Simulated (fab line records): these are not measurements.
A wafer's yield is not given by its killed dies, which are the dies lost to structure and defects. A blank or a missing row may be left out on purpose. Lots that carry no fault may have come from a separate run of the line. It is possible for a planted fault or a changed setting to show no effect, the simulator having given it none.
The tool behind it: which one? :: flow n5Finfet :: 12 lots, 36 wafers sampled, at 3 steps of a route of 1938

## WHAT THE GAUGES SHOWED, per wafer
N5_HKMG_FIN_THK_MEAS_70: measures by xrf.
lot: L075
measured: day 4 10:34
on: filmMetro-02
HK_THK (nm): 1.621 1.582 1.572

lot: L077
measured: day 4 21:14
on: filmMetro-02
HK_THK (nm): 1.586 1.562 1.593

lot: L079
measured: day 5 09:49
on: filmMetro-02
HK_THK (nm): 1.527 1.565 1.593

lot: L081
measured: day 5 20:25
on: filmMetro-02
HK_THK (nm): 1.604 1.535 1.594

lot: L083
measured: day 6 07:41
on: filmMetro-02
HK_THK (nm): 1.576 1.609 1.607

lot: L085
measured: day 6 20:49
on: filmMetro-01
HK_THK (nm): 1.583 1.578 1.592

lot: L087
measured: day 7 08:03
on: filmMetro-01
HK_THK (nm): 1.589 1.595 1.577

lot: L089
measured: day 7 21:17
on: filmMetro-02
HK_THK (nm): 1.591 1.571 1.568

lot: L091
measured: day 8 09:34
on: filmMetro-02
HK_THK (nm): 1.578 1.570 1.533

lot: L093
measured: day 8 20:36
on: filmMetro-02
HK_THK (nm): 1.544 1.558 1.577

lot: L095
measured: day 9 15:32
on: filmMetro-02
HK_THK (nm): 1.563 1.552 1.543

lot: L097
measured: day 10 02:56
on: filmMetro-01
HK_THK (nm): 1.556 1.594 1.567

## TOOL THAT RAN EACH LOT (tool first, then ch and the chambers of the sampled wafers, then the start)
lot: L075
N5_SD_EPI_P_ETCH_36: rieDiel-02 ch 0,1,3, day 3 14:13
N5_HKMG_FIN_ALD_75: aldHk-03 ch 0,3, day 4 07:35

lot: L077
N5_SD_EPI_P_ETCH_36: rieDiel-06 ch 0,3, day 4 01:00
N5_HKMG_FIN_ALD_75: aldHk-02 ch 0,1, day 4 18:17

lot: L079
N5_SD_EPI_P_ETCH_36: rieDiel-02 ch 0,2,3, day 4 14:33
N5_HKMG_FIN_ALD_75: aldHk-02 ch 0,2,3, day 5 06:51

lot: L081
N5_SD_EPI_P_ETCH_36: rieDiel-03 ch 2,3, day 5 00:18
N5_HKMG_FIN_ALD_75: aldHk-03 ch 1,2,3, day 5 17:28

lot: L083
N5_SD_EPI_P_ETCH_36: rieDiel-03 ch 0,2, day 5 11:43
N5_HKMG_FIN_ALD_75: aldHk-02 ch 0,1,3, day 6 04:44

lot: L085
N5_SD_EPI_P_ETCH_36: rieDiel-02 ch 0,1,2, day 5 23:14
N5_HKMG_FIN_ALD_75: aldHk-02 ch 0,1,2, day 6 17:39

lot: L087
N5_SD_EPI_P_ETCH_36: rieDiel-02 ch 0,2,3, day 6 11:15
N5_HKMG_FIN_ALD_75: aldHk-03 ch 1,2,3, day 7 04:43

lot: L089
N5_SD_EPI_P_ETCH_36: rieDiel-03 ch 2,3, day 7 01:22
N5_HKMG_FIN_ALD_75: aldHk-02 ch 0,2,3, day 7 18:20

lot: L091
N5_SD_EPI_P_ETCH_36: rieDiel-02 ch 0,1, day 7 12:23
N5_HKMG_FIN_ALD_75: aldHk-02 ch 1,3, day 8 06:32

lot: L093
N5_SD_EPI_P_ETCH_36: rieDiel-06 ch 0,3, day 8 00:26
N5_HKMG_FIN_ALD_75: aldHk-02 ch 1,3, day 8 17:33

lot: L095
N5_SD_EPI_P_ETCH_36: rieDiel-02 ch 0,2,3, day 8 17:58
N5_HKMG_FIN_ALD_75: aldHk-02 ch 0,3, day 9 12:13

lot: L097
N5_SD_EPI_P_ETCH_36: rieDiel-02 ch 0,2, day 8 22:55
N5_HKMG_FIN_ALD_75: aldHk-01 ch 1,3, day 9 23:47
- N5_SD_EPI_P_ETCH_36: etches SiARC in CF4, target depth 45.5 nm, time 75.8 s.
- N5_HKMG_FIN_ALD_75: deposits Al2O3, target thk 1 nm, co reactant pulse time 1 s.

## THE ANSWER, worked out from the rows above alone
Rule: the lots themselves supply what counts as usual. The widest of any qualifying gaps counts: lots, ordered by their means at a reading, are off when they make up no more than a third of the lots, leave a main group of 4 or more, and stand apart from it by 3 or more times the standard deviation of that group's means. Not used: any main group whose means are identical at the precision the tables above print for the reading. A lot without any number at a reading at which 4 lots or more have one is off too. All remaining lots with rows at the step are treated as sound.
No lot is off on any of the readings shown, so nothing can be concluded from this.

## WHAT THE SIMULATOR PUT IN
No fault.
